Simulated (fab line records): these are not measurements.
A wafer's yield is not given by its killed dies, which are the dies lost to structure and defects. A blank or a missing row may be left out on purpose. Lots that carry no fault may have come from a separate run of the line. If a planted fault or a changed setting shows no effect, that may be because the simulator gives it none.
Problem report, 8D (eight disciplines) form, completed by code || flow nand-harc || the parts of the form that need people (team, actions taken, sign-off) are left out

## 1. WHAT WENT WRONG
Mean of thk-nm at NHARC_A_ONON_D2_THK_MEAS_18: 864 nm across 3 wafers in 2 lots; on wafers with no fault it is 1000 nm (standard deviation 8.4). That puts it -16 standard deviations away from the usual mean.
The step: measures by ellipsometry.
First seen on wafer L790.1, day 15 10:21, on film-metro-01. Wafers with a number at this step in the record: 36, from 12 lots. Rule for "out", or "out of limits": more than 4 standard deviations from the usual mean. The rest of the wafers with a number are treated as sound.

## 2. WHAT IT IS AND WHAT IT IS NOT
{"question": "which readings at this step", "is": "thk-nm", "is not": "-"}
{"question": "which lots", "is": "L790, L792", "is not": "L783, L785, L789, L796, L798, L800, L802, L804, L805, L806"}
{"question": "which wafers of those lots", "is": "L790.1, L790.3, L792.2", "is not": "L790.5, L792.4, L792.5"}
{"question": "read on which gauges", "is": "film-metro-01, film-metro-02", "is not": "-"}
{"question": "when", "is": "from day 15 10:21", "is not": "up to then (10 sound wafers); but 23 sound wafers of L792, L796, L798, L800, L802, L804, L805, L806 came after"}

## 3. THE SUSPECTS, EACH WITH WHAT RULES IT OUT
Counting: a tool at a process step up to the reading stays a suspect if it ran every lot that is out. Sound lots after the first of them don't rule it out here, since some wafers of a struck lot are sound.
- the gauge at NHARC_A_ONON_D2_THK_MEAS_18 is ruled out. 2 gauges (film-metro-01, film-metro-02) read the wafers that are out.
- pecvd-onon-04 at NHARC_A_ONON_D2_DEP_16 (target thk 1000 nm): kept. Ran every lot that is out, first one L790 (day 15 09:50); last sound lot up to then L785 (day 13 20:05).
After counting, what remains is pecvd-onon-04 at NHARC_A_ONON_D2_DEP_16.

## 4. THE CAUSE (what the simulator had put in)
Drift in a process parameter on pecvd-onon-04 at NHARC_A_ONON_D2_DEP_16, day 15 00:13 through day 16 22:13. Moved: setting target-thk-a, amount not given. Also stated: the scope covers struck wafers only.
After counting, this tool was the only one left.

## 5. THE CHAIN OF EFFECTS, in route order
One row per reading whose mean, taken over the struck wafers that have a number, lies over 3 standard deviations from the usual. Readings are gone through only where the record gives a usual standard deviation; hours: the median, over the lots, of the time from a lot's start at the first step in this table giving one to that lot's start at this step; sigmas: the change measured in usual standard deviations.
{"hours": 0, "step": "NHARC_A_ONON_D2_THK_MEAS_18", "reading": "thk-nm", "usual": "1000 nm", "on struck wafers": 864, "change": -136, "sigmas": -16}

## 6. HOW IT WOULD HAVE BEEN CAUGHT EARLIER
In this record the first reading out of limits at a measuring or inspecting step was taken at day 15 10:21, 10 hours after the fault began at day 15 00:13.
L792, from the lots that are out (2), started NHARC_A_ONON_D2_DEP_16 on pecvd-onon-04 later than day 15 10:21. It would have been spared by a hold on the tool at that moment.
